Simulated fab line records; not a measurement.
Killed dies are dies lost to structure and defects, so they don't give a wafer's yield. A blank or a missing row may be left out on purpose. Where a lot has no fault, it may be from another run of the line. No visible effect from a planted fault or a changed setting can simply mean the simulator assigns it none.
A lot that was struck, set against a sound lot || flow n5 finfet || 15 steps out of a route of 1938
Sound: wafers L926.1, L926.5, L926.6. Struck: wafers L933.2, L933.6. The cause is given at the end.
At each step with rows: each side's tool, then ch and its chambers, then its first start. Under that, the readings that differ: sound wafers || struck wafers || difference of the means || sigmas: that difference in standard deviations of wafers without a fault.
alike: a reading whose means differ by less than 2 such deviations, as well as words and numbers matching on both sides. not compared: withheld readings; readings where some wafer has no value; bounds like >300 that might hide an equal value; numbers whose values overlap and for which the record gives no deviation.
Wherever a step has rows on one side only, a row that says differs or no value, or a row with sigmas, the two part there. Numbers that don't overlap but have no deviation are shown without sigmas and don't part them. Lack of a reading on every wafer of one side parts them only where that side has two or more wafers.

first, 2 steps without rows for these wafers: N5_BEOL_M12_TRENCH_ETCH_34 (etches SiOC in C4F8/O2/Ar, target depth 318.95 nm, time 125.5 s); N5_BEOL_M12_STRIP_70 (strips in C4F8/O2/Ar).
N5_BEOL_M12_OCD_MEAS_35:
  sound on ocd-01 at day 11 01:58; struck on ocd-01 at day 12 07:13
  alike: trench depth nm
N5_BEOL_M12_STRIP_37: strips in N2/H2.
  sound on plasma asher-01 ch 0,1, day 11 02:00; struck on plasma asher-01 ch 0, day 12 07:16
{"reading": "n2 flow sccm (sccm)", "sound": "1757 1747 1757", "struck": "1742 1736", "difference": -15, "sigmas": -3}
  alike: drypump motor current A, heater power w, oes product au
  not compared: rf hours counter h
then, 3 steps without rows for these wafers: N5_BEOL_M12_ETCH_38 (etches SiCN in CF4/N2, target depth 68.7 nm, time 73.4 s); N5_BEOL_M12_PRECLEAN_39 (cleans in residue remover, time 60 s); N5_BEOL_M12_SRD_40 (time 30 s, dry time 30 s).
N5_BEOL_M12_DEGAS_41: time 60 s.
  sound on pvd sputter-02 at day 11 02:17; struck on pvd sputter-03 at day 12 09:28
  alike: heater power w
N5_BEOL_M12_PRE_CLEAN_42: time 30 s.
  sound on pvd sputter-02 at day 11 02:20; struck on pvd sputter-03 at day 12 09:31
  alike: heater power w
N5_BEOL_M12_SPUTTER_43: material TaN, target thk 15 nm, time 24.19 s.
  sound on pvd sputter-02 at day 11 02:22; struck on pvd sputter-03 at day 12 09:33
  alike: bias v, throttle valve pct
then, 1 step without rows for these wafers: N5_BEOL_M12_SPUTTER_44 (material Ta, target thk 10 nm, time 16.13 s).
N5_BEOL_M12_SPUTTER_45: material Cu, target thk 80 nm, time 13.33 s.
  sound on pvd sputter-02 at day 11 02:32; struck on pvd sputter-03 at day 12 09:43
  alike: bias v, throttle valve pct
N5_BEOL_M12_ECD_47: material Cu, target thk 720 nm.
  sound on ecd cu-01 ch 0,1, day 11 02:38; struck on ecd cu-02 ch 0, day 12 09:50
{"reading": "model.Cu_of_BEOL_M12_ECD_47.thk nm (nm)", "sound": "722.8 720.2 716.8", "struck": "920.4 935", "difference": "+207.8", "sigmas": ""}
then, 1 step without rows for these wafers: N5_BEOL_M12_ANNEAL_48 (time 90 s).
N5_PASSIVATION_PROBE_49:
  sound on prober-02 at day 12 07:19; struck on prober-01 at day 13 17:16
{"reading": "killed at other", "sound": "0 3 0", "struck": "4 10", "difference": "+6", "sigmas": "+2"}
{"reading": "killed short", "sound": "18 30 36", "struck": "36 55", "difference": "+18", "sigmas": "+2"}
  alike: defect limited yield, killed_at_M0_to_M3, killed_at_M4_up, killed at contacts, killed at front end, killed dies, killed on rim, killed open, sort_bin_5_function, sort_bin_6_memory, sort n pass, sort yield pct

## WHERE THEY PART
First at N5_BEOL_M12_STRIP_37; last, within this record, at N5_PASSIVATION_PROBE_49.

WHY: whatever the simulator had introduced
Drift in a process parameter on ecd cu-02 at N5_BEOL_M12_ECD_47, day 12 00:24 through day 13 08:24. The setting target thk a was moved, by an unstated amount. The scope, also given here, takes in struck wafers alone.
